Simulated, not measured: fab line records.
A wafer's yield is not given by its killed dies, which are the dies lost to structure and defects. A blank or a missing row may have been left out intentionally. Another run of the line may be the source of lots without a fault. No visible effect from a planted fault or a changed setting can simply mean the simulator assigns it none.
Which tool did it?	flow n5Finfet	24 lots, 72 wafers sampled, at 1 step of a route of 1938

## WHAT THE GAUGES SHOWED, per wafer
N5_BEOL_M6_OVL_MEAS_12. Usual: M6_OVL -1.0 nm, standard deviation 0.76.
lot	measured	on	M6_OVL (nm)	flag
L074	day 8 18:37	overlay-01	-2.4 -0.5 -1.9	
L075	day 8 22:25	overlay-02	-1.2 -0.6 -2.0	
L076	day 9 07:44	overlay-02	-2.1 -1.7 -1.4	
L077	day 9 12:22	overlay-02	-1.6 -1.5 -0.6	
L078	day 9 20:31	overlay-01	-0.5 -1.8 -2.2	
L080	day 10 03:29	overlay-01	-1.1 -0.5 -0.7	
L081	day 10 12:39	overlay-02	0.9 0.1 -0.1	
L079	day 10 12:59	overlay-01	-1.7 -0.9 -1.4	
L083	day 10 19:59	overlay-02	-0.6 -0.5 -1.3	
L082	day 11 05:55	overlay-02	-0.3 -0.3 -1.0	
L084	day 11 13:44	overlay-01	-1.5 -1.0 -1.3	
L085	day 11 19:10	overlay-02	-0.4 -2.5 -0.9	
L086	day 11 22:44	overlay-01	-0.6 -2.5 -1.4	
L087	day 12 05:52	overlay-01	0.6 -0.1 -1.1	
L088	day 12 10:13	overlay-01	-0.9 -0.6 -0.9	
L089	day 12 14:27	overlay-01	-1.3 -1.5 -1.9	
L090	day 12 20:08	overlay-01	-1.0 -1.8 -0.9	
L091	day 12 23:08	overlay-01	1.0 0.9 0.5	
L092	day 13 13:05	overlay-01	-1.9 -1.8 -1.1	
L094	day 13 16:52	overlay-01	-2.2 -1.5 -2.1	
L093	day 13 22:31	overlay-01	-0.6 -0.7 -0.3	
L095	day 14 09:27	overlay-01	-1.0 -0.1 -0.4	
L096	day 14 10:50	overlay-01	-1.4 -2.3 -2.3	
L097	day 14 23:25	overlay-02	-1.0 -0.9 -0.5	

## EACH LOT AND THE TOOL THAT RAN IT (in order: tool; ch and the chambers of the sampled wafers; start)
Before these readings, the record contains no process step.

## AS READ BY THE TOOLS THEMSELVES (means over the sampled wafers that have a number; for cases with no such wafer, the mark the record gives instead)
The record holds no such reading with a usual standard deviation.

## THE ANSWER, worked out from the rows above alone
Rule: a lot is off if the mean of its wafers that have a number lies more than 3 standard deviations from the usual mean. A lot without any number at a reading at which 4 lots or more have one is off too. All remaining lots with rows at the step are treated as sound. First the gauges in route order, then the tools' own readings, where a lot's mean is used as printed above. The first step at which some lot is off is used, and at that step the reading that is off furthest; a lot without a number counts as furthest.
Across all readings shown, no lot is off: no conclusion can be drawn from this.

## WHAT THE SIMULATOR HAD PUT IN
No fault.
